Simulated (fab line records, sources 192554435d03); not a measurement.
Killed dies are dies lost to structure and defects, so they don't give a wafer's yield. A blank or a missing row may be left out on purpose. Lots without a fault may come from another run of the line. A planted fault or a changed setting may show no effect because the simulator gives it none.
One fault seen from 2 desks | flow n5_finfet | each desk has only its own numbers; what lay behind them comes last

THE METROLOGY DESK
What the gauges read, lot by lot, whatever tool the lot ran on: means of the sampled wafers that have a number. A lot is out of limits, marked OUT, if its mean lies more than 4 standard deviations from the usual mean; the brackets give that distance. Of its 11 readings 7 are shown: those that lie furthest out on some lot.
Columns: A = M0_RS at N5_BEOL_M0_RS_MEAS_126, usual 0.533 ohm/sq; B = DIBL_P at N5_BEOL_M4_RC_MEAS_101, usual 36.3 mV/V; C = IOFF_N at N5_BEOL_M4_RC_MEAS_101, usual 0.160 nA/um; D = IOFF_P at N5_BEOL_M4_RC_MEAS_101, usual 0.210 nA/um; E = ION_N at N5_BEOL_M4_RC_MEAS_101, usual 675 uA/um; F = SS_P at N5_BEOL_M4_RC_MEAS_101, usual 73.4 mV/dec; G = VT_P at N5_BEOL_M4_RC_MEAS_101, usual -250.1 mV
lot  | first seen here | A     | B    | C     | D     | E   | F    | G
L379 | day 5 23:32     | 0.537 | 35.2 | 0.156 | 0.212 | 676 | 73.1 | -248.4
L385 | day 7 11:46     | 0.561 | 36.3 | 0.162 | 0.217 | 680 | 73.6 | -248.8
L389 | day 8 14:40     | 0.568 | 37.5 | 0.194 | 0.268 | 686 | 73.2 | -244.7
L394 | day 9 17:56     | 0.557 | 37.0 | 0.164 | 0.200 | 683 | 73.4 | -252.3
L397 | day 10 21:06    | 0.525 | 38.8 | 0.185 | 0.239 | 676 | 74.3 | -247.7
L398 | day 10 23:34    | 0.539 | 36.7 | 0.146 | 0.193 | 659 | 73.2 | -253.3
L400 | day 11 06:47    | 0.525 | 35.7 | 0.150 | 0.196 | 678 | 73.1 | -251.0
L401 | day 11 21:38    | 0.525 | 35.7 | 0.149 | 0.199 | 684 | 72.5 | -249.4
This desk's finding: nothing out of limits on any of the 8 lots.

THE TOOL OWNER'S DESK: pecvd-02
The tool's own readings at N5_BEOL_M0_SAQP_PECVD_00 (deposits SiCN from 3MS/NH3, target thk 8 nm, time 14 s): means of the sampled wafers that have a number, for each lot that ran on this tool. A lot is out of limits, marked OUT, if its mean lies more than 4 standard deviations from the usual mean; the brackets give that distance.
Columns: A = showerhead_plenum_p_Torr at N5_BEOL_M0_SAQP_PECVD_00, usual 3.666 Torr; B = throttle_valve_pct at N5_BEOL_M0_SAQP_PECVD_00, usual 9.0 %
lot  | first seen here | A     | B
L379 | day 5 11:02     | 3.673 | 10.0
L385 | day 6 22:04     | 3.667 | 9.2
L389 | day 7 23:56     | 3.673 | 8.8
L400 | day 10 19:29    | 3.674 | 9.7
L401 | day 11 04:58    | 3.678 | 9.4
This desk's finding: nothing out of limits on any of the 5 lots.

PUT TOGETHER
The metrology desk saw nothing out of limits.
The tool owner's desk saw nothing out of limits.

WHAT THE SIMULATOR HAD PUT IN
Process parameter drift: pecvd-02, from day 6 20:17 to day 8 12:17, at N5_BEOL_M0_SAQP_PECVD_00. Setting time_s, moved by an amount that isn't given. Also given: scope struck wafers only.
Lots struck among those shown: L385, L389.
